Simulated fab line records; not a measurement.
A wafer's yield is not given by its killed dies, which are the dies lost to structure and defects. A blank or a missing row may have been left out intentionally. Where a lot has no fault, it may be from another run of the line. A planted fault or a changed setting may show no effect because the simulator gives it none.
Which tool did it? | flow n5-finfet | 11 lots, 33 wafers sampled, at 5 steps of a route of 1938

== WHAT EACH GAUGE READ, for each wafer ==
The record holds no reading of a measuring or inspecting step that can be judged against a usual standard deviation.

== EACH LOT AND THE TOOL THAT RAN IT (in order: tool; ch and the chambers of the sampled wafers; start) ==
lot  | N5_BEOL_M9_DEGAS_44          | N5_BEOL_M9_SURFACE_TREAT_79  | N5_BEOL_M10_COAT_59               | N5_BEOL_M10_DESCUM_16              | N5_PASSIVATION_PROBE_49
L665 | pvd-sputter-01, day 10 00:24 | pvd-sputter-01, day 10 00:50 | litho-track-02 ch 0, day 10 04:11 | rie-diel-04 ch 0,1,2, day 10 04:31 | -
L666 | pvd-sputter-01, day 10 20:22 | pvd-sputter-01, day 10 20:58 | litho-track-03 ch 0, day 10 23:46 | rie-diel-05 ch 1,2,3, day 11 00:05 | -
L667 | pvd-sputter-02, day 10 23:41 | pvd-sputter-02, day 11 00:10 | litho-track-02 ch 0, day 11 05:29 | rie-diel-05 ch 0,1,2, day 11 05:52 | -
L669 | pvd-sputter-03, day 11 13:07 | pvd-sputter-03, day 11 13:31 | litho-track-03 ch 0, day 11 17:23 | rie-diel-05 ch 0,1,2, day 11 17:54 | -
L670 | pvd-sputter-03, day 11 13:11 | pvd-sputter-03, day 11 13:39 | litho-track-02 ch 0, day 11 16:53 | rie-diel-05 ch 1,2,3, day 11 17:38 | -
L676 | pvd-sputter-03, day 13 10:35 | pvd-sputter-03, day 13 10:59 | litho-track-02 ch 0, day 13 13:55 | rie-diel-05 ch 0,1,3, day 13 14:30 | -
L678 | pvd-sputter-01, day 13 20:22 | pvd-sputter-02, day 13 20:50 | litho-track-03 ch 0, day 13 23:31 | rie-diel-01 ch 0,2, day 13 23:58   | -
L680 | pvd-sputter-02, day 14 03:59 | pvd-sputter-01, day 14 04:37 | litho-track-02 ch 0, day 14 09:14 | rie-diel-05 ch 0,3, day 14 09:40   | -
L685 | pvd-sputter-03, day 15 21:01 | pvd-sputter-01, day 15 21:26 | litho-track-03 ch 0, day 16 02:32 | rie-diel-05 ch 0,1,2, day 16 02:59 | -
L683 | pvd-sputter-02, day 16 09:07 | pvd-sputter-01, day 16 09:31 | litho-track-03 ch 0, day 16 12:42 | rie-diel-05 ch 0,1,2, day 16 13:05 | prober-01, day 18 22:05
L686 | pvd-sputter-03, day 16 12:46 | pvd-sputter-01, day 16 13:11 | litho-track-02 ch 0, day 16 16:25 | rie-diel-04 ch 1,2,3, day 16 17:25 | -
- N5_BEOL_M9_DEGAS_44: time 60 s.
- N5_BEOL_M9_SURFACE_TREAT_79
- N5_BEOL_M10_COAT_59: time 60 s, resist thk 100 nm.
- N5_BEOL_M10_DESCUM_16: chemistry O2, time 7.9 s.
- N5_PASSIVATION_PROBE_49

== AS READ BY THE TOOLS THEMSELVES (means over the sampled wafers that have a number; for cases with no such wafer, the mark the record gives instead) ==
N5_BEOL_M9_DEGAS_44.
lot  | tool           | heater-power-w (W)
L665 | pvd-sputter-01 | 333
L666 | pvd-sputter-01 | 317
L667 | pvd-sputter-02 | 336
L669 | pvd-sputter-03 | 308
L670 | pvd-sputter-03 | 331
L676 | pvd-sputter-03 | 324
L678 | pvd-sputter-01 | 315
L680 | pvd-sputter-02 | 300
L685 | pvd-sputter-03 | 335
L683 | pvd-sputter-02 | 372
L686 | pvd-sputter-03 | 348

N5_BEOL_M10_COAT_59.
lot  | tool           | plate-temp-C (C) | spin-speed-rpm (rpm)
L665 | litho-track-02 | 250.00           | 1499.7
L666 | litho-track-03 | 249.92           | 1499.7
L667 | litho-track-02 | 249.98           | 1500.4
L669 | litho-track-03 | 250.06           | 1498.6
L670 | litho-track-02 | 250.04           | 1500.2
L676 | litho-track-02 | 250.16           | 1499.9
L678 | litho-track-03 | 250.15           | 1499.3
L680 | litho-track-02 | 250.04           | 1500.0
L685 | litho-track-03 | 250.01           | 1559.6
L683 | litho-track-03 | 249.89           | 1559.4
L686 | litho-track-02 | 250.24           | 1500.0

N5_BEOL_M10_DESCUM_16.
lot  | tool        | drypump-motor-current-A (A) | oes-product-au (a.u.) | rf-vpp-V (V) | showerhead-plenum-p-Torr (Torr) | throttle-valve-pct (%)
L665 | rie-diel-04 | 5.8                         | 0.83                  | 244.9        | 2.14                            | 20.28
L666 | rie-diel-05 | 6.0                         | 0.70                  | 243.6        | 2.17                            | 20.52
L667 | rie-diel-05 | 5.8                         | 0.70                  | 243.7        | 2.17                            | 20.49
L669 | rie-diel-05 | 5.8                         | 0.70                  | 244.0        | 2.17                            | 20.50
L670 | rie-diel-05 | 6.0                         | 0.69                  | 244.4        | 2.17                            | 20.53
L676 | rie-diel-05 | 5.9                         | 0.69                  | 244.7        | 2.17                            | 20.60
L678 | rie-diel-01 | 5.7                         | 0.89                  | 244.4        | 2.12                            | 19.93
L680 | rie-diel-05 | 5.9                         | 0.69                  | 243.9        | 2.16                            | 20.62
L685 | rie-diel-05 | 5.8                         | 0.85                  | 244.2        | 2.16                            | 20.29
L683 | rie-diel-05 | 5.8                         | 0.84                  | 243.6        | 2.16                            | 20.29
L686 | rie-diel-04 | 5.2                         | 0.77                  | 242.8        | 2.06                            | 20.43

N5_PASSIVATION_PROBE_49.
lot  | tool      | defect-limited-yield (%) | killed_at_M0_to_M3 | killed_at_M4_up | killed-at-contacts | killed-at-front-end | killed-at-other | killed-dies | killed-open | killed-short | sort_bin_5_function (%) | sort_bin_6_memory (%) | sort-n-pass | sort-yield-pct (%)
L683 | prober-01 | 91.3                     | 28                 | 14              | 8                  | 52                  | 0               | 103         | 64          | 36           | 5.2                     | 3.2                   | 1077        | 91.3

== THE ANSWER, worked out from the rows above alone ==
Rule: the lots themselves supply what counts as usual. The widest of any qualifying gaps counts: lots, ordered by their means at a reading, are off when they make up no more than a third of the lots, leave a main group of 4 or more, and stand apart from it by 3 or more times the standard deviation of that group's means. A main group whose means are all the same, to the digits that the tables above print for the reading, isn't used. Also off: a lot with no number at a reading for which 4 or more lots have one. Where the step has rows for the other lots, those lots are counted as sound. After the gauges, taken in route order, come the tools' own readings; for these a lot's mean is taken, as printed above. At the first step where some lot is off, the reading lying furthest off is the one used; lots without a number count as furthest.
Off at N5_BEOL_M10_COAT_59 (spin-speed-rpm): L685, L683. Main group: mean 1499.8 rpm, sd 0.51.
If a tool, at that step or one of the process steps before it, ran each lot that is off and ran no sound lot following the first of them, it fits. One fits: N5_BEOL_M10_COAT_59 on litho-track-03. A fault onset in the window from L678 (day 13 23:31, its last sound lot) to L685 (day 16 02:32, its first lot off) fits.
On the lots that are off, the tool's own readings at N5_BEOL_M10_COAT_59 differ by more than 5 times the standard deviation of the sound lots' means, which bears it out; spin-speed-rpm reads 1559.5 rpm there versus 1499.8 rpm on the sound lots.

== WHAT THE SIMULATOR HAD PUT IN ==
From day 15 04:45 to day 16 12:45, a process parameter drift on litho-track-03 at N5_BEOL_M10_COAT_59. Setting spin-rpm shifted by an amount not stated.
Lots struck among those shown: L685, L683. The same result came from the rule above.
